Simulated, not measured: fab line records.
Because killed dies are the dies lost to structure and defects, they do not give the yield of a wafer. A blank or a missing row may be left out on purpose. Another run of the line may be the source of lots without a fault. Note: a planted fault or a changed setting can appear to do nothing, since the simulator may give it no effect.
Split-lot study -- flow n5_finfet -- 7 lots, 21 wafers read, on a route of 1938 steps

== SPLIT DETAILS ==
At N5_BEOL_M6_DESCUM_33 (chemistry O2, time 7 s), the setting time_s was moved away from the recipe's 7 s on 8 of the 21 wafers read, by -17.7% to +9.5%. This setting was run at the recipe's value on the other wafers.

The reading comes from the split's own step.

== THE READING ==
CAR-EUV_of_BEOL_M6_COAT_22.thk_nm (the simulator's own value, which no gauge read), in nm, at N5_BEOL_M6_DESCUM_33 (chemistry O2, time 7 s). The file does not state a usual value for it. The 13 wafers here that ran the recipe average 26.0 nm, standard deviation 0.072 nm.

wafer,"tool, chamber at the split","time_s as run, s",against the recipe,"CAR-EUV_of_BEOL_M6_COAT_22.thk_nm, nm",against lot-mates on the recipe
L074.1,"rie_diel-04, 3",5.761,-17.7%,26.8,+0.8
L074.5,"rie_diel-04, 3",5.761,-17.7%,26.6,+0.6
L074.6,"rie_diel-04, 0",7,recipe,26,-
L077.1,"rie_diel-05, 2,0,1",5.759,-17.7%,26.6,no lot-mate on the recipe
L077.2,"rie_diel-05, 2,0,1",5.759,-17.7%,26.6,no lot-mate on the recipe
L077.3,"rie_diel-05, 2,0,1",5.759,-17.7%,26.6,no lot-mate on the recipe
L082.1,"rie_diel-04, 3,3,0",7,recipe,26,-
L082.4,"rie_diel-04, 3,3,0",7,recipe,26,-
L082.5,"rie_diel-04, 3,3,0",7,recipe,26,-
L083.3,"rie_diel-01, 2,3",6.264,-10.5%,26.4,+0.4
L083.4,"rie_diel-01, 2,3",6.264,-10.5%,26.4,+0.4
L083.6,"rie_diel-01, 3",7,recipe,26,-
L091.1,"rie_diel-01, 2",7.662,+9.5%,25.6,-0.4
L091.2,"rie_diel-01, 0,2",7,recipe,26,-
L091.4,"rie_diel-01, 0,2",7,recipe,26,-
L092.2,"rie_diel-01, 0,2",7,recipe,26.2,-
L092.6,"rie_diel-01, 0,2",7,recipe,26.2,-
L092.5,"rie_diel-01, 0",7,recipe,26,-
L094.1,"rie_diel-05, 3,1,3",7,recipe,26,-
L094.3,"rie_diel-05, 3,1,3",7,recipe,26,-
L094.5,"rie_diel-05, 3,1,3",7,recipe,26,-
Where a row lists several chambers, the file gives one row for several wafers and doesn't say which wafer went through which chamber.

THE FIT
A straight line over all 21 wafers: CAR-EUV_of_BEOL_M6_COAT_22.thk_nm changes by -0.0355 nm for each +1% of time_s; r = -0.97; the points scatter about the line by 0.076 nm.
The same after taking each lot's own level away (the mean of its wafers on the recipe; 18 wafers): -0.0396 nm for each +1%; r = -0.98; scatter 0.055 nm.
That fit puts the effect of the largest move of time_s on the reading at 0.7 nm.
From 26.00 to 26.13 nm: that is the span of the lots' own levels, equal to 1.8 times the standard deviation above.
So the lot-to-lot level changes the slope: the two fits differ.
Check: with one of the wafers moved furthest among these (-17.7%) left out of the fit, the line predicts +0.647 nm for it against its lot-mates. Against them it came out at +0.8 nm.

== OTHER SPLITS APPLIED TO THESE WAFERS ==
Before the reading, these wafers also passed through other splits. Each is held against what the fit with the lots' levels taken away leaves over:
other split on the same wafers,wafers away from the commonest value,r with CAR-EUV_of_BEOL_M6_COAT_22.thk_nm (lot level and that fit taken away)
N5_BEOL_M2_COAT_05 spin_rpm,6,+0.23
N5_BEOL_M2_DEP_57 time_s,4,-0.40
N5_BEOL_M3_ILD_DEP_00 time_s,6,-0.11
N5_BEOL_M3_TRENCH_ETCH_37 bias_w,9,+0.04
N5_BEOL_M4_DESCUM_16 time_s,10,+0.14
N5_BEOL_M4_ETCH_64 time_s,6,-0.17
N5_BEOL_M5_ETCH_62 source_w,7,+0.17
N5_BEOL_M5_COAT_66 spin_rpm,5,-0.06

== THE FILE'S OWN FIT ==
CAR-EUV_of_BEOL_M6_COAT_22.thk_nm changes by -0.0397 nm for each +1% of time_s, r = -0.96.
